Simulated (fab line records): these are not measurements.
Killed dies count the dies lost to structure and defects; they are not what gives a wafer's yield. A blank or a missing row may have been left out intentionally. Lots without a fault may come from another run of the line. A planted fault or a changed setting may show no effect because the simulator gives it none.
Chamber matching :: flow nandHarc :: NHARC_P_M0_DESCUM_14 on rieDiel-01: 4 sister chambers
The step chemistry O2, time 3 s. 4 wafers are shown with their chamber, then 7 later ones without.

## WAFERS WITH THEIR CHAMBER
wafer: L091.2
chamber: 1
drypumpMotorCurrentA (A): 5.6

wafer: L091.4
chamber: 3
drypumpMotorCurrentA (A): 5.5

wafer: L090.1
chamber: 2
drypumpMotorCurrentA (A): 5.1

wafer: L090.2
chamber: 0
drypumpMotorCurrentA (A): 6.4

## WAFERS WITH NO CHAMBER GIVEN
wafer: L090.5
drypumpMotorCurrentA (A): 6.4

wafer: L096.1
drypumpMotorCurrentA (A): 5.6

wafer: L096.2
drypumpMotorCurrentA (A): 5.1

wafer: L096.4
drypumpMotorCurrentA (A): 6.4

wafer: L097.2
drypumpMotorCurrentA (A): 5.6

wafer: L097.3
drypumpMotorCurrentA (A): 6.3

wafer: L097.5
drypumpMotorCurrentA (A): 6.4

## WHICH CHAMBER EACH ONE RAN IN
wafer: L090.5
from the rows above: 0
in truth: 0

wafer: L096.1
from the rows above: 1
in truth: 1

wafer: L096.2
from the rows above: 2
in truth: 2

wafer: L096.4
from the rows above: 0
in truth: 0

wafer: L097.2
from the rows above: 1
in truth: 1

wafer: L097.3
from the rows above: 0
in truth: 0

wafer: L097.5
from the rows above: 0
in truth: 0
7 of 7 placed correctly. Can't be placed from these rows: 0. Wrongly placed: 0.
How it was worked out, from the rows above alone: a wafer's distance from a chamber is the root of the sum, over the readings, of the square of ((its reading less the chamber's mean) divided by the reading's scatter). The wafer belongs to the nearest chamber; if the next one is less than 2 further off, it can't be placed. Each chamber's mean is taken over the wafers shown for it. The scatter: with one shown wafer a chamber, the root of the mean of the squares of how far each hidden wafer lies from its nearest shown one.
